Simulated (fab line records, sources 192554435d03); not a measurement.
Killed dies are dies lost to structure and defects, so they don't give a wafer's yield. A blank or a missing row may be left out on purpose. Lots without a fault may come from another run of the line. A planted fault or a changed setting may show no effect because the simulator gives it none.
Which tool did it? | flow n5_finfet | 24 lots, 72 wafers sampled, at 3 steps of a route of 1938

WHAT THE GAUGES READ, wafer by wafer
N5_BEOL_M1_CD_MEAS_18: pitch 36 nm, target cd 18 nm. Usual: cd_nm 17.7 nm, standard deviation 0.39.
lot  | measured     | on        | cd_nm (nm)     | flag
L074 | day 6 01:13  | cd_sem-02 | 17.9 17.8 17.3 |
L075 | day 6 08:00  | cd_sem-01 | 18.1 17.5 16.9 |
L076 | day 6 13:19  | cd_sem-01 | 17.5 17.5 18.3 |
L077 | day 6 21:44  | cd_sem-03 | 18.4 17.6 17.4 |
L078 | day 7 00:44  | cd_sem-02 | 18.5 17.7 17.8 |
L079 | day 7 13:54  | cd_sem-02 | 17.5 17.0 17.6 |
L080 | day 7 13:56  | cd_sem-01 | 17.8 17.2 18.3 |
L081 | day 7 15:46  | cd_sem-02 | 17.8 17.3 18.0 |
L082 | day 8 05:17  | cd_sem-03 | 18.0 18.0 17.5 |
L083 | day 8 05:59  | cd_sem-01 | 17.2 17.9 17.6 |
L084 | day 8 10:10  | cd_sem-03 | 18.3 17.9 18.4 |
L085 | day 8 22:48  | cd_sem-01 | 17.3 17.8 17.2 |
L086 | day 9 04:25  | cd_sem-01 | 17.9 17.5 17.1 |
L087 | day 9 12:23  | cd_sem-01 | 18.5 17.9 18.3 |
L088 | day 9 12:23  | cd_sem-02 | 17.8 17.5 17.0 |
L089 | day 9 22:26  | cd_sem-03 | 17.7 18.0 18.3 |
L090 | day 10 01:17 | cd_sem-03 | 17.6 18.0 17.7 |
L091 | day 10 09:58 | cd_sem-02 | 18.7 17.9 17.5 |
L092 | day 10 16:56 | cd_sem-03 | 18.5 17.9 18.2 |
L093 | day 10 17:04 | cd_sem-01 | 17.4 17.7 17.5 |
L094 | day 11 02:45 | cd_sem-03 | 18.5 18.1 18.3 |
L095 | day 11 05:47 | cd_sem-02 | 17.8 17.8 18.3 |
L096 | day 11 13:07 | cd_sem-02 | 17.9 18.4 17.6 |
L097 | day 12 01:02 | cd_sem-01 | 17.2 18.1 18.0 |

N5_BEOL_M1_CD_MEAS_35: target cd 18 nm, target cd y 21 nm. Usual: cd_nm 17.7 nm, standard deviation 0.43.
lot  | measured     | on        | cd_nm (nm)     | flag
L074 | day 6 08:07  | cd_sem-01 | 18.1 17.9 17.4 |
L075 | day 6 12:08  | cd_sem-02 | 18.4 17.2 17.5 |
L076 | day 6 15:37  | cd_sem-01 | 17.6 17.3 18.4 |
L077 | day 7 02:20  | cd_sem-01 | 18.6 17.1 17.5 |
L078 | day 7 02:29  | cd_sem-01 | 18.5 17.2 17.9 |
L079 | day 7 18:58  | cd_sem-02 | 17.5 17.4 17.5 |
L080 | day 7 19:10  | cd_sem-03 | 17.6 17.3 18.5 |
L081 | day 7 19:11  | cd_sem-01 | 17.5 17.1 18.0 |
L082 | day 8 07:38  | cd_sem-02 | 17.7 18.1 17.4 |
L083 | day 8 08:07  | cd_sem-02 | 17.2 18.1 17.9 |
L084 | day 8 21:38  | cd_sem-02 | 18.1 17.6 18.0 |
L085 | day 9 03:09  | cd_sem-01 | 17.5 17.9 17.5 |
L086 | day 9 07:27  | cd_sem-01 | 17.6 17.3 17.1 |
L087 | day 9 13:45  | cd_sem-01 | 18.7 17.7 18.3 |
L088 | day 9 20:16  | cd_sem-01 | 17.3 17.7 17.4 |
L089 | day 10 00:14 | cd_sem-02 | 18.2 18.4 18.5 |
L090 | day 10 04:36 | cd_sem-03 | 17.6 17.6 18.1 |
L091 | day 10 12:49 | cd_sem-02 | 18.5 18.1 18.0 |
L092 | day 11 08:32 | cd_sem-01 | 18.5 17.2 18.1 |
L093 | day 10 23:19 | cd_sem-01 | 17.2 18.0 17.6 |
L094 | day 11 08:35 | cd_sem-02 | 18.4 18.3 18.4 |
L095 | day 11 08:56 | cd_sem-03 | 17.9 18.0 17.6 |
L096 | day 11 15:13 | cd_sem-03 | 17.9 18.2 17.6 |
L097 | day 12 08:53 | cd_sem-01 | 17.2 17.3 17.8 |

WHICH TOOL RAN EACH LOT (tool, then ch and the chambers of the sampled wafers, then the start)
lot  | N5_BEOL_M1_ETCH_70
L074 | rie_diel-01 ch 1,2, day 6 07:36
L075 | rie_diel-02 ch 1,2,3, day 6 11:38
L076 | rie_diel-01 ch 1,2,3, day 6 15:06
L077 | rie_diel-02 ch 0,1, day 7 01:50
L078 | rie_diel-06 ch 0,2,3, day 7 01:53
L079 | rie_diel-01 ch 0,1, day 7 18:28
L080 | rie_diel-02 ch 1,2,3, day 7 18:39
L081 | rie_diel-06 ch 1,2,3, day 7 18:40
L082 | rie_diel-01 ch 1,3, day 8 07:07
L083 | rie_diel-01 ch 1,2,3, day 8 07:35
L084 | rie_diel-06 ch 0,1, day 8 21:07
L085 | rie_diel-02 ch 1,2, day 9 02:38
L086 | rie_diel-01 ch 0,1,2, day 9 06:56
L087 | rie_diel-02 ch 1,2, day 9 13:14
L088 | rie_diel-06 ch 0,2,3, day 9 19:46
L089 | rie_diel-01 ch 0,1,2, day 9 23:43
L090 | rie_diel-01 ch 0,1, day 10 04:05
L091 | rie_diel-02 ch 0,3, day 10 12:18
L092 | rie_diel-06 ch 0,3, day 11 08:01
L093 | rie_diel-02 ch 1,2,3, day 10 22:49
L094 | rie_diel-01 ch 0,2, day 11 08:04
L095 | rie_diel-06 ch 0,1,2, day 11 08:25
L096 | rie_diel-01 ch 1,2,3, day 11 14:43
L097 | rie_diel-06 ch 0,1,3, day 12 08:23
- N5_BEOL_M1_ETCH_70: etches SOC in N2/H2, target depth 80 nm, overetch 16 nm, time 120 s.

WHAT THE TOOLS THEMSELVES READ (means of the sampled wafers that have a number; where no wafer has one, the mark that the record gives instead)
N5_BEOL_M1_ETCH_70. Usual: drypump_motor_current_A 5.8 A, standard deviation 0.42; oes_product_au 0.60 a.u., standard deviation 0.066; rf_fwd_power_W 836.0 W, standard deviation 2.7; rf_vpp_V 523.6 V, standard deviation 3; showerhead_plenum_p_Torr 2.54 Torr, standard deviation 0.1; throttle_valve_pct 17.8 %, standard deviation 0.33.
lot  | tool        | drypump_motor_current_A (A) | oes_product_au (a.u.) | rf_fwd_power_W (W) | rf_vpp_V (V) | showerhead_plenum_p_Torr (Torr) | throttle_valve_pct (%) | flag
L074 | rie_diel-01 | 5.5                         | 0.57                  | 836.0              | 524.4        | 2.56                            | 17.9                   |
L075 | rie_diel-02 | 5.7                         | 0.63                  | 834.9              | 524.6        | 2.57                            | 17.7                   |
L076 | rie_diel-01 | 5.6                         | 0.56                  | 834.9              | 521.9        | 2.49                            | 17.8                   |
L077 | rie_diel-02 | 5.8                         | 0.60                  | 834.6              | 527.5        | 2.67                            | 17.7                   |
L078 | rie_diel-06 | 6.2                         | 0.61                  | 834.6              | 522.8        | 2.53                            | 18.0                   |
L079 | rie_diel-01 | 5.6                         | 0.65                  | 835.5              | 526.5        | 2.61                            | 17.5                   |
L080 | rie_diel-02 | 5.7                         | 0.62                  | 833.5              | 524.3        | 2.56                            | 17.7                   |
L081 | rie_diel-06 | 6.1                         | 0.65                  | 837.4              | 523.0        | 2.48                            | 17.9                   |
L082 | rie_diel-01 | 5.7                         | 0.55                  | 839.1              | 525.4        | 2.56                            | 18.0                   |
L083 | rie_diel-01 | 5.6                         | 0.54                  | 837.7              | 522.2        | 2.48                            | 17.9                   |
L084 | rie_diel-06 | 6.7                         | 0.59                  | 838.5              | 525.1        | 2.58                            | 17.8                   |
L085 | rie_diel-02 | 5.3                         | 0.64                  | 834.9              | 525.1        | 2.60                            | 17.6                   |
L086 | rie_diel-01 | 5.5                         | 0.60                  | 838.2              | 524.4        | 2.54                            | 17.7                   |
L087 | rie_diel-02 | 5.5                         | 0.66                  | 834.9              | 527.5        | 2.65                            | 17.5                   |
L088 | rie_diel-06 | 6.2                         | 0.59                  | 837.3              | 522.4        | 2.52                            | 18.0                   |
L089 | rie_diel-01 | 5.5                         | 0.59                  | 834.3              | 523.5        | 2.54                            | 17.7                   |
L090 | rie_diel-01 | 5.5                         | 0.59                  | 833.5              | 525.6        | 2.62                            | 17.7                   |
L091 | rie_diel-02 | 5.9                         | 0.53                  | 835.8              | 523.5        | 2.56                            | 18.0                   |
L092 | rie_diel-06 | 6.1                         | 0.63                  | 837.3              | 523.7        | 2.52                            | 17.8                   |
L093 | rie_diel-02 | 5.7                         | 0.60                  | 835.3              | 525.0        | 2.55                            | 17.7                   |
L094 | rie_diel-01 | 5.6                         | 0.62                  | 835.0              | 523.0        | 2.52                            | 17.5                   |
L095 | rie_diel-06 | 6.5                         | 0.58                  | 834.9              | 522.2        | 2.52                            | 18.0                   |
L096 | rie_diel-01 | 5.6                         | 0.53                  | 836.3              | 521.7        | 2.47                            | 17.9                   |
L097 | rie_diel-06 | 6.3                         | 0.62                  | 836.3              | 523.7        | 2.52                            | 17.8                   |

THE ANSWER, worked out from the rows above alone
Rule: a lot is off if the mean of its wafers that have a number lies more than 3 standard deviations from the usual mean. A lot without any number at a reading at which 4 lots or more have one is off too. The other lots that the step has rows for count as sound. The gauges are gone through in route order, then the tools' own readings, and for those a lot's mean is taken as printed above. The first step at which some lot is off is used, and at that step the reading that is off furthest; a lot without a number counts as furthest.
No lot is off at any reading shown: from this, nothing can be told.

WHAT THE SIMULATOR HAD PUT IN
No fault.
